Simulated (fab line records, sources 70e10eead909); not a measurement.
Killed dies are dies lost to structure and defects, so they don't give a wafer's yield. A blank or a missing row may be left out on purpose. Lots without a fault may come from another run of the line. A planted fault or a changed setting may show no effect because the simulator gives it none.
One fault seen from 2 desks | flow nand_harc | each desk has only its own numbers; what lay behind them comes last

THE TOOL OWNER'S DESK: rie_si-02
The tool's own readings at NHARC_A_WL_FILL_ETCHBACK_26 (etches the open film in HBr, target depth 52 nm, time 13.3 s): means of the sampled wafers that have a number, for each lot that ran on this tool. A lot is out of limits, marked OUT, if its mean lies more than 4 standard deviations from the usual mean; the brackets give that distance.
Columns: A = drypump_motor_current_A at NHARC_A_WL_FILL_ETCHBACK_26, usual 5.7 A; B = oes_product_au at NHARC_A_WL_FILL_ETCHBACK_26, usual 1.000 a.u.; C = rf_fwd_power_W at NHARC_A_WL_FILL_ETCHBACK_26, usual 342.7 W; D = throttle_valve_pct at NHARC_A_WL_FILL_ETCHBACK_26, usual 23.266 %
lot  | first seen here | A   | B     | C     | D
L400 | day 16 02:33    | 5.9 | 1.003 | 342.7 | 23.271
L404 | day 16 12:35    | 5.9 | 0.998 | 341.6 | 23.269
L408 | day 18 07:37    | 5.9 | 0.995 | 342.3 | 23.262
L411 | day 18 14:19    | 6.2 | 1.002 | 340.6 | 23.269
L413 | day 19 16:34    | 5.7 | 1.006 | 342.6 | 23.265
L415 | day 20 04:50    | 5.7 | 0.995 | 342.8 | 23.263
This desk's finding: nothing out of limits on any of the 6 lots.

THE METROLOGY DESK
What the gauges read, lot by lot, whatever tool the lot ran on: means of the sampled wafers that have a number. A lot is out of limits, marked OUT, if its mean lies more than 4 standard deviations from the usual mean; the brackets give that distance.
Columns: A = overlay_x_nm at NHARC_A_BONDPAD_OVL_MEAS_35, usual 0 nm; B = overlay_y_nm at NHARC_A_BONDPAD_OVL_MEAS_35, usual -1 nm; C = cd_nm at NHARC_A_BONDPAD_CD_MEAS_13, usual 499.5 nm
lot  | first seen here | A   | B   | C
L399 | day 18 03:03    | 3   | -2  | 500.4
L400 | day 18 03:58    | -5  | -3  | 498.8
L401 | day 18 08:49    | 0   | -6  | 498.4
L404 | day 18 13:26    | 6   | -13 | 501.4
L403 | day 18 14:13    | -6  | -1  | 499.5
L402 | day 18 18:31    | -14 | 4   | 500.8
L405 | day 19 13:40    | 9   | 2   | 501.0
L408 | day 20 08:22    | -8  | 12  | 499.2
L411 | day 20 14:58    | 6   | -1  | 500.5
L413 | day 21 23:22    | -4  | 1   | 502.5
L415 | day 22 07:58    | -2  | -1  | 498.3
L419 | day 23 08:16    | 5   | -4  | 497.1
L417 | day 23 15:41    | 3   | -9  | 498.9
This desk's finding: nothing out of limits on any of the 13 lots.

PUT TOGETHER
The tool owner's desk saw nothing out of limits.
The metrology desk saw nothing out of limits.

WHAT THE SIMULATOR HAD PUT IN
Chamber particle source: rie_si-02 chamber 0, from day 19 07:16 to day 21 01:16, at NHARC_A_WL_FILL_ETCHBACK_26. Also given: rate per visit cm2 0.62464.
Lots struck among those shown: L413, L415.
